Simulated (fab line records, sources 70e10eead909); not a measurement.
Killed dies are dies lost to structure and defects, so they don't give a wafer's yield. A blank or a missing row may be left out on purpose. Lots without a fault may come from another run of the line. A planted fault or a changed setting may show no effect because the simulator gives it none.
Which tool did it? | flow nand_harc | 11 lots, 33 wafers sampled, at 3 steps of a route of 1302

WHAT THE GAUGES READ, wafer by wafer
NHARC_P_ZERO_WELL_CD_MEAS_52: target cd 2000 nm.
lot  | measured    | on        | cd_nm (nm)
L152 | day 2 01:44 | cd_sem-01 | 2003.6 2000.8 2003.4
L153 | day 2 11:37 | cd_sem-02 | 1998.8 1996.3 2000.7
L154 | day 2 22:22 | cd_sem-02 | 2001.1 2001.4 1997.9
L156 | day 3 17:44 | cd_sem-03 | 1999.4 2003.0 1998.1
L158 | day 4 13:49 | cd_sem-01 | 2000.4 1999.3 1996.8
L162 | day 6 05:43 | cd_sem-01 | 2002.9 2000.4 2002.0
L164 | day 7 01:44 | cd_sem-01 | 2000.8 2000.3 1999.5
L165 | day 7 11:46 | cd_sem-02 | 1999.4 2002.5 1999.1
L166 | day 7 21:59 | cd_sem-01 | 1997.2 2000.0 1995.4
L167 | day 8 08:04 | cd_sem-01 | 2000.6 2000.2 1996.3
L169 | day 9 04:18 | cd_sem-02 | 1966.6 1969.0 1968.3 1966.3 1969.0 1968.3

WHICH TOOL RAN EACH LOT (tool, then ch and the chambers of the sampled wafers, then the start)
lot  | NHARC_P_ZERO_WELL_DESCUM_39       | NHARC_P_ZERO_WELL_EXPOSE_49
L152 | rie_diel-05 ch 0,1,2, day 2 00:15 | krf_scanner-02 ch 0, day 2 01:34
L153 | rie_diel-05 ch 0,1, day 2 10:08   | krf_scanner-01 ch 0, day 2 11:28
L154 | rie_diel-05 ch 0,1,2, day 2 21:01 | krf_scanner-01 ch 0, day 2 22:13
L156 | rie_diel-04 ch 0,3, day 3 16:16   | krf_scanner-01 ch 0, day 3 17:35
L158 | rie_diel-04 ch 0,1,2, day 4 12:29 | krf_scanner-02 ch 0, day 4 13:40
L162 | rie_diel-05 ch 1,3, day 6 04:14   | krf_scanner-02 ch 0, day 6 05:34
L164 | rie_diel-04 ch 0,1,3, day 7 00:20 | krf_scanner-02 ch 0, day 7 01:35
L165 | rie_diel-05 ch 1,2,3, day 7 10:18 | krf_scanner-04 ch 0, day 7 11:37
L166 | rie_diel-11 ch 0,1, day 7 20:30   | krf_scanner-01 ch 0, day 7 21:50
L167 | rie_diel-05 ch 1,2,3, day 8 06:35 | krf_scanner-02 ch 0, day 8 07:55
L169 | rie_diel-04 ch 0,1,3, day 9 02:48 | krf_scanner-01 ch 0, day 9 04:08
- NHARC_P_ZERO_WELL_DESCUM_39: chemistry O2, time 3 s.
- NHARC_P_ZERO_WELL_EXPOSE_49: exposes mask P HVPW, target cd 2000 nm.

WHAT THE TOOLS THEMSELVES READ (means of the sampled wafers that have a number; where no wafer has one, the mark that the record gives instead)
NHARC_P_ZERO_WELL_DESCUM_39.
lot  | tool        | chamber_pressure_mTorr (mTorr) | drypump_motor_current_A (A) | oes_product_au (a.u.) | rf_vpp_V (V) | showerhead_plenum_p_Torr (Torr) | throttle_valve_pct (%)
L152 | rie_diel-05 | 60.05                          | 6.1                         | 0.994                 | 58.4         | 1.89                            | 11.319
L153 | rie_diel-05 | 60.03                          | 5.8                         | 1.004                 | 56.5         | 1.85                            | 11.315
L154 | rie_diel-05 | 59.93                          | 6.1                         | 1.003                 | 57.1         | 1.89                            | 11.303
L156 | rie_diel-04 | 59.96                          | 6.3                         | 1.002                 | 57.9         | 1.92                            | 11.315
L158 | rie_diel-04 | 60.05                          | 6.0                         | 0.999                 | 57.7         | 1.95                            | 11.311
L162 | rie_diel-05 | 59.95                          | 5.5                         | 0.994                 | 57.6         | 1.84                            | 11.313
L164 | rie_diel-04 | 60.02                          | 6.0                         | 0.992                 | 57.3         | 1.91                            | 11.315
L165 | rie_diel-05 | 60.02                          | 5.8                         | 0.988                 | 57.5         | 1.88                            | 11.311
L166 | rie_diel-11 | 60.03                          | 6.0                         | 0.989                 | 57.7         | 1.89                            | 11.323
L167 | rie_diel-05 | 60.02                          | 5.7                         | 0.990                 | 57.7         | 1.88                            | 11.315
L169 | rie_diel-04 | 60.03                          | 6.0                         | 1.004                 | 58.4         | 1.91                            | 11.313

THE ANSWER, worked out from the rows above alone
Rule: what is usual is taken from the lots themselves. Put in order of their means at a reading, lots are off if they are a third of the lots or fewer, leave a main group of 4 or more, and stand apart from it by a gap of 3 or more times the standard deviation of the main group's means; of several such gaps the widest counts. A main group whose means are all the same, to the digits that the tables above print for the reading, isn't used. A lot without any number at a reading at which 4 lots or more have one is off too. The other lots that the step has rows for count as sound. The gauges are gone through in route order, then the tools' own readings, and for those a lot's mean is taken as printed above. The first step at which some lot is off is used, and at that step the reading that is off furthest; a lot without a number counts as furthest.
Off: L169, at NHARC_P_ZERO_WELL_CD_MEAS_52 (cd_nm). The main group: mean 1999.9 nm, standard deviation 1.4.
A tool fits if, at a process step before that reading, it ran every lot that is off, and no sound lot after the first of them. The gauges at NHARC_P_ZERO_WELL_CD_MEAS_52 are tried like those tools. Can't be told from this: 3 tools fit, rie_diel-04 at NHARC_P_ZERO_WELL_DESCUM_39, krf_scanner-01 at NHARC_P_ZERO_WELL_EXPOSE_49, cd_sem-02 at NHARC_P_ZERO_WELL_CD_MEAS_52.

WHAT THE SIMULATOR HAD PUT IN
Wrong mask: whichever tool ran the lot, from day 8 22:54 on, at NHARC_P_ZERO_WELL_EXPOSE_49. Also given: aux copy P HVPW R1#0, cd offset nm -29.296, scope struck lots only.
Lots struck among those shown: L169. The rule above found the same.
